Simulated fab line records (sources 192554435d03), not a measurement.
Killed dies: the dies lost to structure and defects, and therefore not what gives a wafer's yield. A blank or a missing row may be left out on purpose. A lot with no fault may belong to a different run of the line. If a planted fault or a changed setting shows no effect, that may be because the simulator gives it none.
Lot-split experiment :: flow n5Finfet :: 7 lots, 21 wafers read, on a route of 1938 steps

## ON THE SPLIT
At N5_BEOL_M2_PECVD_72 (deposits SiO2 from TEOS/O2, target thk 16 nm, time 18 s), the setting tempC was moved away from the recipe's 400 C on 8 of the 21 wafers read, by -2.7% to +4.3%. All remaining wafers had this setting at the recipe value.

## FROM THE SPLIT TO THE READING: what the file shows between them, 3 steps
- N5_BEOL_M2_HM_DEP_02: deposits TiN, target thk 20 nm
- N5_BEOL_M2_COAT_61: time 60 s, resist thk 60 nm
- N5_BEOL_M2_STRIP_97: strips in N2/H2, time 10 s

## THE READING
SiO2_of_BEOL_M2_PECVD_72.thkNm (the simulator's own value, which no gauge read), in nm, at N5_BEOL_M2_HM_STRIP_39 (strips TiN in peroxide tin strip, target depth 25 nm, time 158 s). There is no usual value for it anywhere in the file. Across the 13 wafers here that went through the recipe, the average is 16.0 nm and the standard deviation 0.27 nm.

wafer: L074.1
tool, chamber at the split: pecvd-02, 0
tempC as run, C: 400
against the recipe: recipe
SiO2_of_BEOL_M2_PECVD_72.thkNm, nm: 15.8
against lot-mates on the recipe: -

wafer: L074.3
tool, chamber at the split: pecvd-02, 1
tempC as run, C: 400
against the recipe: recipe
SiO2_of_BEOL_M2_PECVD_72.thkNm, nm: 15.8
against lot-mates on the recipe: -

wafer: L074.2
tool, chamber at the split: pecvd-02, 2
tempC as run, C: 391
against the recipe: -2.2%
SiO2_of_BEOL_M2_PECVD_72.thkNm, nm: 17
against lot-mates on the recipe: +1.2

wafer: L079.2
tool, chamber at the split: pecvd-02, 2
tempC as run, C: 400
against the recipe: recipe
SiO2_of_BEOL_M2_PECVD_72.thkNm, nm: 16
against lot-mates on the recipe: -

wafer: L079.3
tool, chamber at the split: pecvd-02, 0
tempC as run, C: 389.3
against the recipe: -2.7%
SiO2_of_BEOL_M2_PECVD_72.thkNm, nm: 16.8
against lot-mates on the recipe: +0.7

wafer: L079.4
tool, chamber at the split: pecvd-02, 2
tempC as run, C: 400
against the recipe: recipe
SiO2_of_BEOL_M2_PECVD_72.thkNm, nm: 16.2
against lot-mates on the recipe: -

wafer: L080.1
tool, chamber at the split: pecvd-02, 0,2
tempC as run, C: 400
against the recipe: recipe
SiO2_of_BEOL_M2_PECVD_72.thkNm, nm: 16.2
against lot-mates on the recipe: -

wafer: L080.2
tool, chamber at the split: pecvd-02, 0,2
tempC as run, C: 400
against the recipe: recipe
SiO2_of_BEOL_M2_PECVD_72.thkNm, nm: 16.2
against lot-mates on the recipe: -

wafer: L080.5
tool, chamber at the split: pecvd-02, 0
tempC as run, C: 400
against the recipe: recipe
SiO2_of_BEOL_M2_PECVD_72.thkNm, nm: 16.2
against lot-mates on the recipe: -

wafer: L082.1
tool, chamber at the split: pecvd-04, 1
tempC as run, C: 417.1
against the recipe: +4.3%
SiO2_of_BEOL_M2_PECVD_72.thkNm, nm: 14.2
against lot-mates on the recipe: -1.6

wafer: L082.3
tool, chamber at the split: pecvd-04, 1
tempC as run, C: 417.1
against the recipe: +4.3%
SiO2_of_BEOL_M2_PECVD_72.thkNm, nm: 14.4
against lot-mates on the recipe: -1.4

wafer: L082.4
tool, chamber at the split: pecvd-04, 2
tempC as run, C: 400
against the recipe: recipe
SiO2_of_BEOL_M2_PECVD_72.thkNm, nm: 15.8
against lot-mates on the recipe: -

wafer: L085.1
tool, chamber at the split: pecvd-02, 1
tempC as run, C: 394.2
against the recipe: -1.5%
SiO2_of_BEOL_M2_PECVD_72.thkNm, nm: 16.4
against lot-mates on the recipe: +0.4

wafer: L085.3
tool, chamber at the split: pecvd-02, 0
tempC as run, C: 400
against the recipe: recipe
SiO2_of_BEOL_M2_PECVD_72.thkNm, nm: 16
against lot-mates on the recipe: -

wafer: L085.4
tool, chamber at the split: pecvd-02, 2
tempC as run, C: 394.2
against the recipe: -1.5%
SiO2_of_BEOL_M2_PECVD_72.thkNm, nm: 16.8
against lot-mates on the recipe: +0.8

wafer: L089.1
tool, chamber at the split: pecvd-04, 0
tempC as run, C: 414
against the recipe: +3.5%
SiO2_of_BEOL_M2_PECVD_72.thkNm, nm: 14.4
against lot-mates on the recipe: -1.6

wafer: L089.3
tool, chamber at the split: pecvd-04, 1
tempC as run, C: 414
against the recipe: +3.5%
SiO2_of_BEOL_M2_PECVD_72.thkNm, nm: 14.6
against lot-mates on the recipe: -1.4

wafer: L089.5
tool, chamber at the split: pecvd-04, 0
tempC as run, C: 400
against the recipe: recipe
SiO2_of_BEOL_M2_PECVD_72.thkNm, nm: 16
against lot-mates on the recipe: -

wafer: L091.1
tool, chamber at the split: pecvd-01, 1
tempC as run, C: 400
against the recipe: recipe
SiO2_of_BEOL_M2_PECVD_72.thkNm, nm: 15.2
against lot-mates on the recipe: -

wafer: L091.2
tool, chamber at the split: pecvd-01, 0
tempC as run, C: 400
against the recipe: recipe
SiO2_of_BEOL_M2_PECVD_72.thkNm, nm: 15.8
against lot-mates on the recipe: -

wafer: L091.5
tool, chamber at the split: pecvd-01, 0
tempC as run, C: 400
against the recipe: recipe
SiO2_of_BEOL_M2_PECVD_72.thkNm, nm: 16.2
against lot-mates on the recipe: -
Rows listing several chambers each stand for several wafers; the file does not say which wafer went through which chamber.

THE FIT
A straight line over all 21 wafers: SiO2_of_BEOL_M2_PECVD_72.thkNm changes by -0.398 nm for each +1% of tempC; r = -0.95; the points scatter about the line by 0.25 nm.
The same after taking each lot's own level away (the mean of its wafers on the recipe; 21 wafers): -0.383 nm for each +1%; r = -0.96; scatter 0.22 nm.
On that fit, the largest move of tempC shifts the reading by 1.6 nm.
Across the lots, their own levels run from 15.73 to 16.20 nm, a range of 1.7 times the standard deviation given above.
The two slopes are in agreement: the lot-to-lot level therefore moves the slope only a little.
Check: -1.65 nm against its lot-mates is what the line predicts for one of the wafers moved furthest among these (+4.3%) when that wafer is left out of the fit. It came out at -1.6 nm against them.

## OTHER SPLITS APPLIED TO THESE WAFERS
These wafers also went through other splits before the reading. Each is held against what the fit with the lots' levels taken away leaves over:
other split on the same wafers: N5_BEOL_M1_TRENCH_ETCH_37 biasW
wafers away from the commonest value: 6
r with SiO2_of_BEOL_M2_PECVD_72.thkNm (lot level and that fit taken away): -0.01

other split on the same wafers: N5_BEOL_M2_ILD_DEP_00 timeS
wafers away from the commonest value: 10
r with SiO2_of_BEOL_M2_PECVD_72.thkNm (lot level and that fit taken away): -0.16

## THE WHOLE CHAIN: every reading that the file lists as answering this split, in the file's order
step: N5_BEOL_M2_PECVD_72
what it does: deposits SiO2 from TEOS/O2, target thk 16 nm, time 18 s
reading: SiO2_of_BEOL_M2_PECVD_72.thkNm (the simulator's own value, which no gauge read)
change (the file's fit): -0.41 nm for each +1% of the setting
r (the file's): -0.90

step: N5_BEOL_M2_HM_STRIP_39
what it does: strips TiN in peroxide tin strip, target depth 25 nm, time 158 s
reading: SiO2_of_BEOL_M2_PECVD_72.thkNm (the simulator's own value, which no gauge read)
change (the file's fit): -0.381 nm for each +1% of the setting
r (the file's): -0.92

## THE FILE'S OWN FIT
SiO2_of_BEOL_M2_PECVD_72.thkNm changes by -0.381 nm for each +1% of tempC, r = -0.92.
